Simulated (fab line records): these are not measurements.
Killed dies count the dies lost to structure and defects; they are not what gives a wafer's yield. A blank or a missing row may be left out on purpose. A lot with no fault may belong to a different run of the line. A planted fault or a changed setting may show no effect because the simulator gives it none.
Matching of chambers -- flow n5-finfet -- 4 sister chambers for N5_BEOL_M13_TRENCH_ETCH_34 on rie-diel-06
The step etches SiOC in C4F8/O2/Ar, target depth 413.47 nm, time 162.6 s. 8 wafers are shown with their chamber, then 8 later ones without.

== EACH WAFER AND ITS CHAMBER ==
wafer,chamber,drypump-motor-current-A (A),showerhead-plenum-p-Torr (Torr)
L078.1,1,5.2,3.47
L081.3,0,6.5,3.50
L092.2,3,5.2,3.42
L092.3,1,5.2,3.46
L089.2,3,5.2,3.42
L089.4,2,6.4,3.27
L089.5,2,6.4,3.27
L091.1,0,6.4,3.49

== WAFERS WITHOUT THEIR CHAMBER ==
wafer,drypump-motor-current-A (A),showerhead-plenum-p-Torr (Torr)
L091.3,6.4,3.27
L091.4,5.2,3.42
L097.1,6.4,3.48
L097.2,5.2,3.45
L097.6,6.4,3.48
L095.1,5.2,3.41
L095.4,6.4,3.26
L095.6,5.2,3.41

== WHICH CHAMBER EACH ONE RAN IN ==
wafer,from the rows above,in truth
L091.3,2,2
L091.4,3,3
L097.1,0,0
L097.2,1,1
L097.6,0,0
L095.1,3,3
L095.4,2,2
L095.6,3,3
Correctly placed: 8 of 8. Not placeable from these rows: 0. Number placed wrongly: 0.
How it was worked out, from the rows above alone: a wafer's distance from a chamber is the root of the sum, over the readings, of the square of ((its reading less the chamber's mean) divided by the reading's scatter). If the next closest chamber is less than 2 further off than the closest, the wafer can't be placed; otherwise it belongs to the closest. For every chamber, the mean is computed from those of its wafers that are shown. The scatter: take each reading less its chamber's mean, square it, sum over the shown wafers, divide by the number of wafers less the number of chambers, and take the root.
